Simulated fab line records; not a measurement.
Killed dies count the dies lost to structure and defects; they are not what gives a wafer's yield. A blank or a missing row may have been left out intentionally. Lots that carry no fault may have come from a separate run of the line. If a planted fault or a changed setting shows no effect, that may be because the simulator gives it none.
Split-lot study || flow n5_finfet || route with 1938 steps; 7 lots, 21 wafers read

SPLIT DETAILS
At N5_BEOL_M6_ETCH_66 (etches SOC in N2/H2, target depth 80 nm, overetch 16 nm, time 120 s), the setting bias_w was moved away from the recipe's 150 W on 6 of the 21 wafers read, by -13.8% to +11.5%. All remaining wafers had this setting at the recipe value.

Reading taken at the split's own step.

THE READING
rf_vpp_V, in V, at N5_BEOL_M6_ETCH_66 (etches SOC in N2/H2, target depth 80 nm, overetch 16 nm, time 120 s). On this fab line, fault-free wafers typically give 524.9 V with a standard deviation of 2.4 V.

{"wafer": "L079.3", "tool, chamber at the split": "rie_diel-03, 2", "bias_w as run, W": 150, "against the recipe": "recipe", "rf_vpp_V, V": 528.2, "against lot-mates on the recipe": "-"}
{"wafer": "L079.5", "tool, chamber at the split": "rie_diel-03, 2", "bias_w as run, W": 150, "against the recipe": "recipe", "rf_vpp_V, V": 529.5, "against lot-mates on the recipe": "-"}
{"wafer": "L079.6", "tool, chamber at the split": "rie_diel-03, 3", "bias_w as run, W": 150, "against the recipe": "recipe", "rf_vpp_V, V": 525.4, "against lot-mates on the recipe": "-"}
{"wafer": "L085.2", "tool, chamber at the split": "rie_diel-03, 0", "bias_w as run, W": 150, "against the recipe": "recipe", "rf_vpp_V, V": 522.8, "against lot-mates on the recipe": "-"}
{"wafer": "L085.5", "tool, chamber at the split": "rie_diel-03, 2", "bias_w as run, W": 150, "against the recipe": "recipe", "rf_vpp_V, V": 527.1, "against lot-mates on the recipe": "-"}
{"wafer": "L085.6", "tool, chamber at the split": "rie_diel-03, 1", "bias_w as run, W": 150, "against the recipe": "recipe", "rf_vpp_V, V": 526.6, "against lot-mates on the recipe": "-"}
{"wafer": "L084.1", "tool, chamber at the split": "rie_diel-06, 3", "bias_w as run, W": 150, "against the recipe": "recipe", "rf_vpp_V, V": 526.6, "against lot-mates on the recipe": "-"}
{"wafer": "L084.2", "tool, chamber at the split": "rie_diel-06, 0", "bias_w as run, W": 150, "against the recipe": "recipe", "rf_vpp_V, V": 527.5, "against lot-mates on the recipe": "-"}
{"wafer": "L084.6", "tool, chamber at the split": "rie_diel-06, 0", "bias_w as run, W": 150, "against the recipe": "recipe", "rf_vpp_V, V": 529.1, "against lot-mates on the recipe": "-"}
{"wafer": "L091.1", "tool, chamber at the split": "rie_diel-06, 0", "bias_w as run, W": 150, "against the recipe": "recipe", "rf_vpp_V, V": 526.7, "against lot-mates on the recipe": "-"}
{"wafer": "L091.4", "tool, chamber at the split": "rie_diel-06, 2", "bias_w as run, W": 142.4, "against the recipe": "-5.1%", "rf_vpp_V, V": 507.5, "against lot-mates on the recipe": -19.2}
{"wafer": "L091.5", "tool, chamber at the split": "rie_diel-06, 0", "bias_w as run, W": 142.4, "against the recipe": "-5.1%", "rf_vpp_V, V": 510.8, "against lot-mates on the recipe": -15.9}
{"wafer": "L092.3", "tool, chamber at the split": "rie_diel-06, 3", "bias_w as run, W": 167.2, "against the recipe": "+11.5%", "rf_vpp_V, V": 563.5, "against lot-mates on the recipe": "+39.8"}
{"wafer": "L092.4", "tool, chamber at the split": "rie_diel-06, 2", "bias_w as run, W": 150, "against the recipe": "recipe", "rf_vpp_V, V": 523.7, "against lot-mates on the recipe": "-"}
{"wafer": "L092.5", "tool, chamber at the split": "rie_diel-06, 0", "bias_w as run, W": 167.2, "against the recipe": "+11.5%", "rf_vpp_V, V": 565.9, "against lot-mates on the recipe": "+42.2"}
{"wafer": "L096.2", "tool, chamber at the split": "rie_diel-06, 1", "bias_w as run, W": 129.3, "against the recipe": "-13.8%", "rf_vpp_V, V": 473.9, "against lot-mates on the recipe": -54.2}
{"wafer": "L096.3", "tool, chamber at the split": "rie_diel-06, 3", "bias_w as run, W": 129.3, "against the recipe": "-13.8%", "rf_vpp_V, V": 479.7, "against lot-mates on the recipe": -48.4}
{"wafer": "L096.4", "tool, chamber at the split": "rie_diel-06, 0", "bias_w as run, W": 150, "against the recipe": "recipe", "rf_vpp_V, V": 528.1, "against lot-mates on the recipe": "-"}
{"wafer": "L097.1", "tool, chamber at the split": "rie_diel-06, 0", "bias_w as run, W": 150, "against the recipe": "recipe", "rf_vpp_V, V": 527.2, "against lot-mates on the recipe": "-"}
{"wafer": "L097.2", "tool, chamber at the split": "rie_diel-06, 3", "bias_w as run, W": 150, "against the recipe": "recipe", "rf_vpp_V, V": 526.7, "against lot-mates on the recipe": "-"}
{"wafer": "L097.4", "tool, chamber at the split": "rie_diel-06, 2", "bias_w as run, W": 150, "against the recipe": "recipe", "rf_vpp_V, V": 523.5, "against lot-mates on the recipe": "-"}

THE FIT
A straight line over all 21 wafers: rf_vpp_V changes by +3.48 V for each +1% of bias_w; r = +0.99; the points scatter about the line by 2.2 V.
The same after taking each lot's own level away (the mean of its wafers on the recipe; 21 wafers): +3.64 V for each +1%; r = +1.00; scatter 1.8 V.
That fit puts the effect of the largest move of bias_w on the reading at 50 V.
The span of the lots' own levels, 523.70 to 528.10 V, comes to 1.8 times the standard deviation stated above.
Consequently the slope shifts little with the lot-to-lot level, the two slopes agreeing.
Check: for one of the wafers moved furthest among these (-13.8%), held out of the fit, the line's prediction against its lot-mates is -48.7 V. It came out at -54.2 V against them.
Tool readings at the split's step, against how far the setting was moved: rf_vpp_V r = +0.99.

THE OTHER SPLITS THESE WAFERS WENT THROUGH
Before the reading, these wafers also passed through other splits. Each is held against what the fit with the lots' levels taken away leaves over:
{"other split on the same wafers": "N5_BEOL_M4_DESCUM_16 time_s", "wafers away from the commonest value": 3, "r with rf_vpp_V (lot level and that fit taken away)": -0.13}
{"other split on the same wafers": "N5_BEOL_M5_SPUTTER_81 time_s", "wafers away from the commonest value": 9, "r with rf_vpp_V (lot level and that fit taken away)": -0.15}

FILE'S OWN FIT
rf_vpp_V changes by +3.64 V for each +1% of bias_w, r = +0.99.
